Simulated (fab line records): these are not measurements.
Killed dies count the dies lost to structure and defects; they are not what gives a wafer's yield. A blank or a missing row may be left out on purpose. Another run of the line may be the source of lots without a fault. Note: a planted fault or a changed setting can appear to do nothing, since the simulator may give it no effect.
One fault through the eyes of 3 desks || flow n5 finfet || only its own numbers are on each desk; what lay behind them is given at the end

== THE DEFECT DESK ==
Counts from the inspections along the route, per lot, as means over the sampled wafers that have a number. The brackets show how far a lot's mean lies from the usual mean; more than 4 standard deviations puts the lot out of limits, marked OUT.
Columns: A = raw defect count at N5_BEOL_M13_INSPECT_30, usual 1.9
{"lot": "L712", "first seen here": "day 11 20:49", "A": 1.3}
{"lot": "L714", "first seen here": "day 12 21:55", "A": 1.7}
{"lot": "L720", "first seen here": "day 13 17:25", "A": 2.0}
{"lot": "L719", "first seen here": "day 14 00:17", "A": 2.7}
{"lot": "L721", "first seen here": "day 14 13:04", "A": 3.0}
{"lot": "L729", "first seen here": "day 16 20:37", "A": 2.0}
{"lot": "L732", "first seen here": "day 17 07:50", "A": 2.0}
This desk's verdict: no lot among the 7 shows anything out of limits.

== THE METROLOGY DESK ==
Means of the sampled wafers that have a number, per lot and without regard to the tool the lot ran on: this is what the gauges read. The brackets show how far a lot's mean lies from the usual mean; more than 4 standard deviations puts the lot out of limits, marked OUT.
Columns: A = cd nm at N5_BEOL_M13_CD_MEAS_28, usual 209.1 nm; B = M13_OVL at N5_BEOL_M13_OVL_MEAS_29, usual -1 nm; C = trench depth nm at N5_BEOL_M13_OCD_MEAS_35, usual 416 nm; D = M13_THK at N5_BEOL_M13_THK_MEAS_50, usual 427 nm
{"lot": "L712", "first seen here": "day 11 20:46", "A": 209.7, "B": -7, "C": 416, "D": 429}
{"lot": "L714", "first seen here": "day 12 21:51", "A": 207.9, "B": -13, "C": 415, "D": 421}
{"lot": "L720", "first seen here": "day 13 17:22", "A": 208.4, "B": -12, "C": 416, "D": 427}
{"lot": "L719", "first seen here": "day 14 00:13", "A": 208.6, "B": -6, "C": 413, "D": 429}
{"lot": "L721", "first seen here": "day 14 13:01", "A": 209.8, "B": 14, "C": 404, "D": 412}
{"lot": "L729", "first seen here": "day 16 20:34", "A": 208.7, "B": 6, "C": 425, "D": 436}
{"lot": "L732", "first seen here": "day 17 07:47", "A": 209.8, "B": 3, "C": 417, "D": 429}
This desk's verdict: no lot among the 7 shows anything out of limits.

== DESK OF THE TOOL OWNER: rie diel-03 ==
The tool's own readings at N5_BEOL_M13_ETCH_38 (etches SiCN in CF4/N2, target depth 67.5 nm, time 71.9 s): means of the sampled wafers that have a number, for each lot that ran on this tool. The brackets show how far a lot's mean lies from the usual mean; more than 4 standard deviations puts the lot out of limits, marked OUT.
Columns: A = drypump motor current A at N5_BEOL_M13_ETCH_38, usual 5.41 A; B = oes product au at N5_BEOL_M13_ETCH_38, usual 0.81 a.u.; C = rf vpp V at N5_BEOL_M13_ETCH_38, usual 382.6 V; D = showerhead plenum p Torr at N5_BEOL_M13_ETCH_38, usual 2.22 Torr; E = throttle valve pct at N5_BEOL_M13_ETCH_38, usual 15.36 %
{"lot": "L714", "first seen here": "day 13 01:32", "A": 5.43, "B": 0.85, "C": 382.7, "D": 2.20, "E": 15.26}
{"lot": "L720", "first seen here": "day 13 21:32", "A": 5.27, "B": 1.01, "C": 382.6, "D": 2.25, "E": 15.34}
{"lot": "L719", "first seen here": "day 14 02:43", "A": 5.23, "B": 0.99, "C": 381.6, "D": 2.22, "E": 15.29}
{"lot": "L721", "first seen here": "day 14 14:20", "A": 5.21, "B": 1.09, "C": 382.6, "D": 2.21, "E": 15.29}
{"lot": "L732", "first seen here": "day 17 13:46", "A": 5.49, "B": 0.85, "C": 383.1, "D": 2.21, "E": 15.22}
This desk's verdict: no lot among the 5 shows anything out of limits.

== ALL TOGETHER ==
Nothing out of limits was seen by the defect desk.
The metrology desk saw nothing out of limits.
The tool owner's desk saw nothing out of limits.

== WHAT THE SIMULATOR PUT IN ==
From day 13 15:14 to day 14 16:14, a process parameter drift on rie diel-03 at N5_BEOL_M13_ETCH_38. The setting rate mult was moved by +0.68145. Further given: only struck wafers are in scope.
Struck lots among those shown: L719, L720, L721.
